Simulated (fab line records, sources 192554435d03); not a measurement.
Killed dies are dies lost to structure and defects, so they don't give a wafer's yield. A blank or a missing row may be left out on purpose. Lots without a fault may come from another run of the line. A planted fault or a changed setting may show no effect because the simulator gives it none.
Which tool did it? | flow n5_finfet | 14 lots, 42 wafers sampled, at 4 steps of a route of 1938

WHAT THE GAUGES READ, wafer by wafer
N5_BEOL_M5_THK_MEAS_01.
lot  | measured     | on            | M5_ILD_THK (nm)
L809 | day 8 19:11  | film_metro-01 | 119.1 119.8 121.0
L808 | day 8 20:25  | film_metro-01 | 118.8 121.8 120.1
L810 | day 9 09:46  | film_metro-02 | 118.5 120.7 120.8
L812 | day 9 16:36  | film_metro-01 | 121.2 122.5 123.6
L815 | day 10 02:25 | film_metro-01 | 119.6 121.2 121.4
L816 | day 10 12:07 | film_metro-02 | 122.2 125.5 124.1
L814 | day 10 15:17 | film_metro-01 | 120.4 120.5 123.6
L818 | day 10 22:20 | film_metro-02 | 120.8 120.3 120.3
L819 | day 11 10:15 | film_metro-02 | 117.0 117.8 119.8
L821 | day 12 01:55 | film_metro-01 | 118.7 120.7 121.6
L822 | day 12 06:01 | film_metro-01 | 118.8 120.9 121.3
L823 | day 12 15:40 | film_metro-02 | 123.0 120.1 123.7
L828 | day 13 14:05 | film_metro-02 | 120.8 122.8 123.3
L829 | day 13 21:52 | film_metro-02 | 118.2 120.5 120.5

N5_BEOL_M5_OVL_MEAS_12.
lot  | measured     | on         | M5_OVL (nm)
L809 | day 8 21:04  | overlay-01 | -1.5 -1.4 -0.1
L808 | day 8 22:13  | overlay-02 | -0.6 -1.0 -0.2
L810 | day 9 11:06  | overlay-01 | -0.1 -0.4 -0.5
L812 | day 9 18:16  | overlay-02 | 0.9 0.3 1.1
L815 | day 10 05:26 | overlay-02 | 0.2 0.7 -0.5
L816 | day 10 13:52 | overlay-01 | -0.2 0.5 0.4
L814 | day 10 17:56 | overlay-01 | -0.6 -0.5 -1.0
L818 | day 11 00:07 | overlay-02 | 0.0 -1.2 -1.4
L819 | day 11 11:23 | overlay-01 | 0.2 0.1 -0.8
L821 | day 12 03:21 | overlay-02 | -0.5 -1.3 -0.7
L822 | day 12 07:49 | overlay-01 | -0.5 -0.8 -0.5
L823 | day 12 16:55 | overlay-02 | -0.5 -0.3 -0.8
L828 | day 13 16:17 | overlay-01 | -0.3 -0.1 0.4
L829 | day 14 00:29 | overlay-02 | 0.0 -0.1 0.2

WHICH TOOL RAN EACH LOT (tool, then ch and the chambers of the sampled wafers, then the start)
lot  | N5_BEOL_M4_CO_CAP_55             | N5_BEOL_M5_COAT_05
L809 | cvd_co-02 ch 0,1, day 8 17:25    | litho_track-05 ch 0, day 8 20:46
L808 | cvd_co-02 ch 0,1,2, day 8 17:46  | litho_track-02 ch 0, day 8 21:49
L810 | cvd_co-01 ch 0,2, day 9 08:00    | litho_track-01 ch 0, day 9 10:49
L812 | cvd_co-01 ch 1,2, day 9 14:47    | litho_track-02 ch 0, day 9 17:50
L815 | cvd_co-02 ch 0,1, day 10 00:36   | litho_track-05 ch 0, day 10 04:59
L816 | cvd_co-02 ch 1,2, day 10 09:52   | litho_track-01 ch 0, day 10 13:28
L814 | cvd_co-01 ch 0,1, day 10 13:26   | litho_track-05 ch 0, day 10 17:31
L818 | cvd_co-02 ch 1,2, day 10 20:34   | litho_track-01 ch 0, day 10 23:50
L819 | cvd_co-02 ch 0,2, day 11 08:29   | litho_track-01 ch 0, day 11 11:06
L821 | cvd_co-02 ch 0,1,2, day 11 23:39 | litho_track-01 ch 0, day 12 03:04
L822 | cvd_co-01 ch 0,1,2, day 12 02:49 | litho_track-02 ch 0, day 12 07:31
L823 | cvd_co-01 ch 0,1, day 12 13:54   | litho_track-01 ch 0, day 12 16:37
L828 | cvd_co-02 ch 0,1,2, day 13 12:11 | litho_track-01 ch 0, day 13 15:52
L829 | cvd_co-01 ch 0,1, day 13 19:20   | litho_track-02 ch 0, day 14 00:04
- N5_BEOL_M4_CO_CAP_55: material Co, precursor CCTBA/H2, target thk 2 nm, time 102.1 s.
- N5_BEOL_M5_COAT_05: resist thk 30 nm.

WHAT THE TOOLS THEMSELVES READ (means of the sampled wafers that have a number; where no wafer has one, the mark that the record gives instead)
N5_BEOL_M4_CO_CAP_55.
lot  | tool      | heater_power_outer_w (W) | heater_power_w (W)
L809 | cvd_co-02 | 115                      | 227
L808 | cvd_co-02 | 120                      | 238
L810 | cvd_co-01 | 122                      | 240
L812 | cvd_co-01 | 116                      | 224
L815 | cvd_co-02 | 121                      | 229
L816 | cvd_co-02 | 115                      | 235
L814 | cvd_co-01 | 132                      | 252
L818 | cvd_co-02 | 119                      | 240
L819 | cvd_co-02 | 125                      | 237
L821 | cvd_co-02 | 121                      | 236
L822 | cvd_co-01 | 123                      | 240
L823 | cvd_co-01 | 133                      | 254
L828 | cvd_co-02 | 120                      | 237
L829 | cvd_co-01 | 133                      | 255

N5_BEOL_M5_COAT_05.
lot  | tool           | exhaust_pa (Pa) | spin_speed_rpm (rpm)
L809 | litho_track-05 | 44.9            | 1500.7
L808 | litho_track-02 | 44.2            | 1498.6
L810 | litho_track-01 | 43.8            | 1500.6
L812 | litho_track-02 | 45.2            | 1500.0
L815 | litho_track-05 | 45.7            | 1465.3
L816 | litho_track-01 | 45.4            | 1499.3
L814 | litho_track-05 | 44.0            | 1465.3
L818 | litho_track-01 | 45.3            | 1499.7
L819 | litho_track-01 | 45.0            | 1500.0
L821 | litho_track-01 | 46.6            | 1499.7
L822 | litho_track-02 | 43.9            | 1499.9
L823 | litho_track-01 | 46.1            | 1498.5
L828 | litho_track-01 | 45.7            | 1501.4
L829 | litho_track-02 | 45.1            | 1500.5

THE ANSWER, worked out from the rows above alone
Rule: what is usual is taken from the lots themselves. Put in order of their means at a reading, lots are off if they are a third of the lots or fewer, leave a main group of 4 or more, and stand apart from it by a gap of 3 or more times the standard deviation of the main group's means; of several such gaps the widest counts. A main group whose means are all the same, to the digits that the tables above print for the reading, isn't used. A lot without any number at a reading at which 4 lots or more have one is off too. The other lots that the step has rows for count as sound. The gauges are gone through in route order, then the tools' own readings, and for those a lot's mean is taken as printed above. The first step at which some lot is off is used, and at that step the reading that is off furthest; a lot without a number counts as furthest.
Off: L815, L814, at N5_BEOL_M5_COAT_05 (spin_speed_rpm). The main group: mean 1499.9 rpm, standard deviation 0.81.
A tool fits if, at that step or a process step before it, it ran every lot that is off, and no sound lot after the first of them. One fits: litho_track-05 at N5_BEOL_M5_COAT_05. Its last sound lot is L809 (day 8 20:46), its first lot that is off L815 (day 10 04:59): a fault that began between those two fits.
The tool's own readings at N5_BEOL_M5_COAT_05 bear it out: on the lots that are off they differ by more than 5 times the standard deviation of the sound lots' means. spin_speed_rpm reads 1465.3 rpm there against 1499.9 rpm on the sound lots.

WHAT THE SIMULATOR HAD PUT IN
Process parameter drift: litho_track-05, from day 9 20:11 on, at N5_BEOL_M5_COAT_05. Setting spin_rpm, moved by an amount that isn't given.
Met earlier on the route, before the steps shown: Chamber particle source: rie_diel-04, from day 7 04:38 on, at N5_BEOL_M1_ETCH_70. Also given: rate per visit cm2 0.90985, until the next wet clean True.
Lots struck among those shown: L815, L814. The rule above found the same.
